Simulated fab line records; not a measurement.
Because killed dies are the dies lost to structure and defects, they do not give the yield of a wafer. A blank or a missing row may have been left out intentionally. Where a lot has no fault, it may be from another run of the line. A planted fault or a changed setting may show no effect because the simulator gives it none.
Matching of chambers	flow n5-finfet	N5_BEOL_M0_SAQP_SPACER2_ALD_26 on ald-sin-03 has 4 sister chambers
The step deposits SiO2, target thk 15 nm, pulse time 1 s, purge time 2 s. 8 wafers are shown with their chamber, then 8 later ones without.

EACH WAFER AND ITS CHAMBER
wafer	chamber	heater-power-w (W)	heater-power-outer-w (W)
L075.1	1	569	281
L076.4	1	557	275
L079.2	2	384	223
L079.6	0	424	240
L081.3	3	492	283
L081.5	2	388	226
L081.6	3	496	273
L082.1	0	418	231

WAFERS WHOSE CHAMBER IS MISSING
wafer	heater-power-w (W)	heater-power-outer-w (W)
L082.2	492	275
L082.5	492	287
L086.1	497	281
L086.2	575	281
L086.4	395	222
L094.3	420	235
L094.4	400	220
L094.5	424	234

EACH ONE'S CHAMBER
wafer	from the rows above	in truth
L082.2	3	3
L082.5	3	3
L086.1	3	3
L086.2	1	1
L086.4	2	2
L094.3	0	0
L094.4	2	2
L094.5	0	0
Correctly placed: 8 of 8. Not placeable from these rows: 0. Wrongly placed: 0.
How it was worked out, from the rows above alone: a wafer's distance from a chamber is the root of the sum, over the readings, of the square of ((its reading less the chamber's mean) divided by the reading's scatter). The wafer belongs to the nearest chamber; if the next one is less than 2 further off, it can't be placed. For every chamber, the mean is computed from those of its wafers that are shown. How the scatter is found: for the shown wafers, subtract from each reading the mean of its chamber, square and add these, divide the total by (wafers less chambers), then take the root.
